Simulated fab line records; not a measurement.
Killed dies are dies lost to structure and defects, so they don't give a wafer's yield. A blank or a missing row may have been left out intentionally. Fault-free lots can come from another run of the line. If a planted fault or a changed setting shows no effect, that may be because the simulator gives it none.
Chamber matching ; flow nand-harc ; rie-diel-06 running NHARC_P_M0_ETCH_34: 4 sister chambers
The step etches the open film in N2/H2, target depth 40 nm, overetch 12 nm, time 43.94 s. 14 wafers are shown with their chamber, then 7 later ones without.

WAFERS PAIRED WITH THEIR CHAMBERS
wafer;chamber;drypump-motor-current-A (A);oes-product-au (a.u.);showerhead-plenum-p-Torr (Torr)
L075.1;1;5.1;0.969;1.87
L075.4;0;5.6;0.986;1.92
L075.5;1;5.2;0.977;1.87
L080.1;1;5.2;0.992;2.21
L080.2;3;5.0;1.009;1.93
L080.3;0;5.6;0.994;1.91
L080.4;2;4.8;1.007;1.91
L080.5;1;5.2;1.002;2.21
L080.6;0;5.6;0.995;1.91
L081.2;3;5.0;1.010;1.93
L081.4;0;5.6;0.985;1.91
L081.5;2;4.8;1.017;1.91
L083.1;2;4.8;1.015;1.90
L083.2;1;5.2;0.999;2.21

SIGNATURES (means of the wafers above)
reading;chamber 0;chamber 1;chamber 2;chamber 3;scatter within a chamber
drypump-motor-current-A;5.600;5.180;4.800;5.000;0.0283
oes-product-au;0.99000;0.98780;1.01300;1.00950;0.00976
showerhead-plenum-p-Torr;1.9125;2.0740;1.9067;1.9300;0.118
Rule: a wafer lies at a distance from a chamber equal to the root of the sum of squares, over the readings, of (its reading less the chamber's mean, divided by the reading's scatter). The wafer belongs to the nearest chamber; if the next one is less than 2 further off, it can't be placed. How the scatter is found: for the shown wafers, subtract from each reading the mean of its chamber, square and add these, divide the total by (wafers less chambers), then take the root.

WAFERS WITHOUT THEIR CHAMBER
wafer;drypump-motor-current-A (A);oes-product-au (a.u.);showerhead-plenum-p-Torr (Torr)
L083.5;5.7;0.986;1.91
L084.3;5.6;0.992;1.91
L084.4;4.8;1.002;1.90
L084.5;5.1;0.989;2.21
L091.2;5.6;0.999;1.90
L091.4;5.0;1.007;1.92
L091.5;5.2;0.981;2.20

THE CHAMBER EACH PASSED THROUGH
wafer;from the rows above;in truth
L083.5;0;0
L084.3;0;0
L084.4;2;2
L084.5;can't be placed: 1 or 3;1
L091.2;0;0
L091.4;3;3
L091.5;1;1
Correctly placed: 6 of 7. Unplaceable from these rows: 1, with the true chamber sitting among the candidates in 1. 0 placed wrongly.
